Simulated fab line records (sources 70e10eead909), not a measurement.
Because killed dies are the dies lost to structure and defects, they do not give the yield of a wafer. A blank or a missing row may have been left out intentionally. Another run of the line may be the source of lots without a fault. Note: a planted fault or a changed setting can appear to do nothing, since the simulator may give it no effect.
Matching of chambers || flow nand_harc || NHARC_A_CHANNEL_FILL_D2_CMP_10 on cmp-04 has 4 sister chambers
The step polishes, target thk 150 nm. 8 wafers are shown with their chamber, then 7 later ones without.

== WAFERS WITH THEIR CHAMBER ==
{"wafer": "L082.2", "chamber": 1, "motor_current_A (A)": 13.0, "time_to_endpoint_s (s)": 18.9}
{"wafer": "L082.4", "chamber": 3, "motor_current_A (A)": 11.9, "time_to_endpoint_s (s)": 16.7}
{"wafer": "L082.6", "chamber": 1, "motor_current_A (A)": 12.4, "time_to_endpoint_s (s)": 15.5}
{"wafer": "L086.2", "chamber": 3, "motor_current_A (A)": 12.7, "time_to_endpoint_s (s)": 14.4}
{"wafer": "L086.4", "chamber": 2, "motor_current_A (A)": 11.8, "time_to_endpoint_s (s)": 16.3}
{"wafer": "L086.5", "chamber": 0, "motor_current_A (A)": 10.9, "time_to_endpoint_s (s)": 16.5}
{"wafer": "L092.1", "chamber": 0, "motor_current_A (A)": 10.5, "time_to_endpoint_s (s)": 12.8}
{"wafer": "L092.4", "chamber": 2, "motor_current_A (A)": 12.5, "time_to_endpoint_s (s)": 11.3}

== WAFERS WHOSE CHAMBER IS MISSING ==
{"wafer": "L092.6", "motor_current_A (A)": 11.7, "time_to_endpoint_s (s)": 11.2}
{"wafer": "L094.3", "motor_current_A (A)": 10.7, "time_to_endpoint_s (s)": 15.8}
{"wafer": "L094.4", "motor_current_A (A)": 12.2, "time_to_endpoint_s (s)": 12.4}
{"wafer": "L094.6", "motor_current_A (A)": 12.2, "time_to_endpoint_s (s)": 13.2}
{"wafer": "L096.2", "motor_current_A (A)": 11.9, "time_to_endpoint_s (s)": 13.0}
{"wafer": "L096.3", "motor_current_A (A)": 12.1, "time_to_endpoint_s (s)": 15.0}
{"wafer": "L096.6", "motor_current_A (A)": 11.9, "time_to_endpoint_s (s)": 13.2}

== CHAMBER TAKEN BY EACH ==
{"wafer": "L092.6", "from the rows above": "can't be placed: 2 or 3 or 0 or 1", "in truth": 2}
{"wafer": "L094.3", "from the rows above": 0, "in truth": 0}
{"wafer": "L094.4", "from the rows above": "can't be placed: 2 or 3 or 1", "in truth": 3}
{"wafer": "L094.6", "from the rows above": "can't be placed: 2 or 3 or 1", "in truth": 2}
{"wafer": "L096.2", "from the rows above": "can't be placed: 2 or 3 or 1", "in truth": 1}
{"wafer": "L096.3", "from the rows above": "can't be placed: 2 or 3 or 1", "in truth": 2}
{"wafer": "L096.6", "from the rows above": "can't be placed: 2 or 3 or 1", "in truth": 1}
Placed correctly: 1 of 7. These rows do not allow placing 6 (true chamber among the candidates in 6). 0 placed wrongly.
How it was worked out, from the rows above alone: a wafer's distance from a chamber is the root of the sum, over the readings, of the square of ((its reading less the chamber's mean) divided by the reading's scatter). The wafer belongs to the nearest chamber; if the next one is less than 2 further off, it can't be placed. The mean given for a chamber averages the wafers shown for that chamber. How the scatter is found: for the shown wafers, subtract from each reading the mean of its chamber, square and add these, divide the total by (wafers less chambers), then take the root.
